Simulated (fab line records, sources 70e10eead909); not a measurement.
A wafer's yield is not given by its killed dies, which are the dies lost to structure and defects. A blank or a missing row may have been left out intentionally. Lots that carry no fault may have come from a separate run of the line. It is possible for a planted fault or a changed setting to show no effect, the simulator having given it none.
Matching of chambers / flow nand_harc / 4 sister chambers for NHARC_A_CHANNEL_FILL_D1_ALD_16 on ald_hk-04
The step deposits SiO2, target thk 1.5 nm, pulse time 10 s, ald cycles 15. 14 wafers are shown with their chamber, then 7 later ones without.

## EACH WAFER AND ITS CHAMBER
wafer=L746.2; chamber=3; heater_power_w (W)=461; precursor_pulse_height_rel=1.001
wafer=L746.3; chamber=1; heater_power_w (W)=494; precursor_pulse_height_rel=1.016
wafer=L746.5; chamber=3; heater_power_w (W)=452; precursor_pulse_height_rel=1.024
wafer=L749.3; chamber=1; heater_power_w (W)=494; precursor_pulse_height_rel=1.008
wafer=L749.4; chamber=3; heater_power_w (W)=449; precursor_pulse_height_rel=1.005
wafer=L749.5; chamber=0; heater_power_w (W)=507; precursor_pulse_height_rel=0.990
wafer=L750.1; chamber=2; heater_power_w (W)=577; precursor_pulse_height_rel=0.992
wafer=L750.3; chamber=3; heater_power_w (W)=445; precursor_pulse_height_rel=1.005
wafer=L750.5; chamber=0; heater_power_w (W)=475; precursor_pulse_height_rel=1.001
wafer=L754.1; chamber=2; heater_power_w (W)=550; precursor_pulse_height_rel=0.973
wafer=L754.2; chamber=3; heater_power_w (W)=460; precursor_pulse_height_rel=0.960
wafer=L754.4; chamber=0; heater_power_w (W)=457; precursor_pulse_height_rel=0.969
wafer=L756.2; chamber=1; heater_power_w (W)=508; precursor_pulse_height_rel=0.999
wafer=L756.4; chamber=3; heater_power_w (W)=453; precursor_pulse_height_rel=0.990

SIGNATURES (averages over the wafers above)
reading=heater_power_w; chamber 0=479.67; chamber 1=498.67; chamber 2=563.50; chamber 3=453.33; scatter within a chamber=14
reading=precursor_pulse_height_rel; chamber 0=0.98667; chamber 1=1.00767; chamber 2=0.98250; chamber 3=0.99750; scatter within a chamber=0.0177
Rule: for each reading, subtract the chamber's mean from the wafer's reading, divide by that reading's scatter and square the result; add these up over the readings and take the root, which gives the wafer's distance from the chamber. The wafer belongs to the nearest chamber; if the next one is less than 2 further off, it can't be placed. The scatter: take each reading less its chamber's mean, square it, sum over the shown wafers, divide by the number of wafers less the number of chambers, and take the root.

## WAFERS WITH NO CHAMBER GIVEN
wafer=L756.6; heater_power_w (W)=458; precursor_pulse_height_rel=0.995
wafer=L766.1; heater_power_w (W)=452; precursor_pulse_height_rel=1.003
wafer=L766.2; heater_power_w (W)=500; precursor_pulse_height_rel=1.009
wafer=L766.6; heater_power_w (W)=502; precursor_pulse_height_rel=1.000
wafer=L768.2; heater_power_w (W)=460; precursor_pulse_height_rel=1.019
wafer=L768.3; heater_power_w (W)=568; precursor_pulse_height_rel=0.995
wafer=L768.5; heater_power_w (W)=467; precursor_pulse_height_rel=0.976

## WHICH CHAMBER EACH ONE RAN IN
wafer=L756.6; from the rows above=can't be placed: 3 or 0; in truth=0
wafer=L766.1; from the rows above=can't be placed: 3 or 0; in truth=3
wafer=L766.2; from the rows above=can't be placed: 1 or 0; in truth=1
wafer=L766.6; from the rows above=can't be placed: 1 or 0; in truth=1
wafer=L768.2; from the rows above=can't be placed: 3 or 0 or 1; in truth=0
wafer=L768.3; from the rows above=2; in truth=2
wafer=L768.5; from the rows above=can't be placed: 0 or 3 or 1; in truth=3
Correctly placed: 1 of 7. Cannot be placed on the basis of these rows: 6; the candidates contain the true chamber in 6. Number placed wrongly: 0.
